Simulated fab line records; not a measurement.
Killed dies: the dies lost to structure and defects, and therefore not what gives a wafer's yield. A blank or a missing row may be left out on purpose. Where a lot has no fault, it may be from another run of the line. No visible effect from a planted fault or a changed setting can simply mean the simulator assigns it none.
Chamber matching / flow n5Finfet / 3 sister chambers for N5_BEOL_M2_PRE_CLEAN_60 on cvdCo-01
The step time 15 s. 39 wafers are shown with their chamber, then 12 later ones without.

WAFERS WITH THEIR CHAMBER
wafer=L076.1; chamber=2; heaterPowerW (W)=78
wafer=L076.3; chamber=0; heaterPowerW (W)=72
wafer=L076.5; chamber=0; heaterPowerW (W)=73
wafer=L077.1; chamber=2; heaterPowerW (W)=77
wafer=L077.2; chamber=1; heaterPowerW (W)=111
wafer=L077.3; chamber=0; heaterPowerW (W)=72
wafer=L077.4; chamber=1; heaterPowerW (W)=112
wafer=L077.5; chamber=2; heaterPowerW (W)=78
wafer=L077.6; chamber=0; heaterPowerW (W)=71
wafer=L083.3; chamber=1; heaterPowerW (W)=112
wafer=L083.4; chamber=1; heaterPowerW (W)=113
wafer=L083.5; chamber=0; heaterPowerW (W)=73
wafer=L084.4; chamber=2; heaterPowerW (W)=78
wafer=L084.5; chamber=1; heaterPowerW (W)=112
wafer=L084.6; chamber=0; heaterPowerW (W)=73
wafer=L087.1; chamber=2; heaterPowerW (W)=79
wafer=L087.2; chamber=1; heaterPowerW (W)=112
wafer=L087.3; chamber=0; heaterPowerW (W)=72
wafer=L089.1; chamber=2; heaterPowerW (W)=79
wafer=L089.3; chamber=0; heaterPowerW (W)=72
wafer=L089.6; chamber=2; heaterPowerW (W)=80
wafer=L090.3; chamber=1; heaterPowerW (W)=111
wafer=L090.4; chamber=1; heaterPowerW (W)=113
wafer=L090.6; chamber=2; heaterPowerW (W)=79
wafer=L091.1; chamber=1; heaterPowerW (W)=109
wafer=L091.2; chamber=0; heaterPowerW (W)=73
wafer=L091.3; chamber=2; heaterPowerW (W)=78
wafer=L091.4; chamber=1; heaterPowerW (W)=112
wafer=L091.5; chamber=2; heaterPowerW (W)=76
wafer=L091.6; chamber=0; heaterPowerW (W)=70
wafer=L093.3; chamber=1; heaterPowerW (W)=113
wafer=L093.4; chamber=0; heaterPowerW (W)=71
wafer=L093.6; chamber=1; heaterPowerW (W)=111
wafer=L094.1; chamber=1; heaterPowerW (W)=116
wafer=L094.2; chamber=0; heaterPowerW (W)=71
wafer=L094.3; chamber=2; heaterPowerW (W)=77
wafer=L094.4; chamber=0; heaterPowerW (W)=71
wafer=L094.5; chamber=2; heaterPowerW (W)=78
wafer=L094.6; chamber=1; heaterPowerW (W)=111

SIGNATURES (means of the wafers above)
reading=heaterPowerW; chamber 0=71.85; chamber 1=112.00; chamber 2=78.08; scatter within a chamber=1.25
Rule: for each reading, subtract the chamber's mean from the wafer's reading, divide by that reading's scatter and square the result; add these up over the readings and take the root, which gives the wafer's distance from the chamber. If the next closest chamber is less than 2 further off than the closest, the wafer can't be placed; otherwise it belongs to the closest. The scatter: the root of (the sum of the squares of (reading less its chamber's mean) over the shown wafers, divided by (wafers less chambers)).

WAFERS MISSING THEIR CHAMBER
wafer=L095.1; heaterPowerW (W)=114
wafer=L095.4; heaterPowerW (W)=80
wafer=L095.5; heaterPowerW (W)=115
wafer=L097.2; heaterPowerW (W)=71
wafer=L097.3; heaterPowerW (W)=113
wafer=L097.6; heaterPowerW (W)=113
wafer=L096.1; heaterPowerW (W)=77
wafer=L096.2; heaterPowerW (W)=111
wafer=L096.3; heaterPowerW (W)=71
wafer=L096.4; heaterPowerW (W)=111
wafer=L096.5; heaterPowerW (W)=71
wafer=L096.6; heaterPowerW (W)=82

THE CHAMBER EACH PASSED THROUGH
wafer=L095.1; from the rows above=1; in truth=1
wafer=L095.4; from the rows above=2; in truth=2
wafer=L095.5; from the rows above=1; in truth=1
wafer=L097.2; from the rows above=0; in truth=0
wafer=L097.3; from the rows above=1; in truth=1
wafer=L097.6; from the rows above=1; in truth=1
wafer=L096.1; from the rows above=2; in truth=2
wafer=L096.2; from the rows above=1; in truth=1
wafer=L096.3; from the rows above=0; in truth=0
wafer=L096.4; from the rows above=1; in truth=1
wafer=L096.5; from the rows above=0; in truth=0
wafer=L096.6; from the rows above=2; in truth=2
Placed correctly: 12 of 12. Can't be placed from these rows: 0. Wrongly placed: 0.
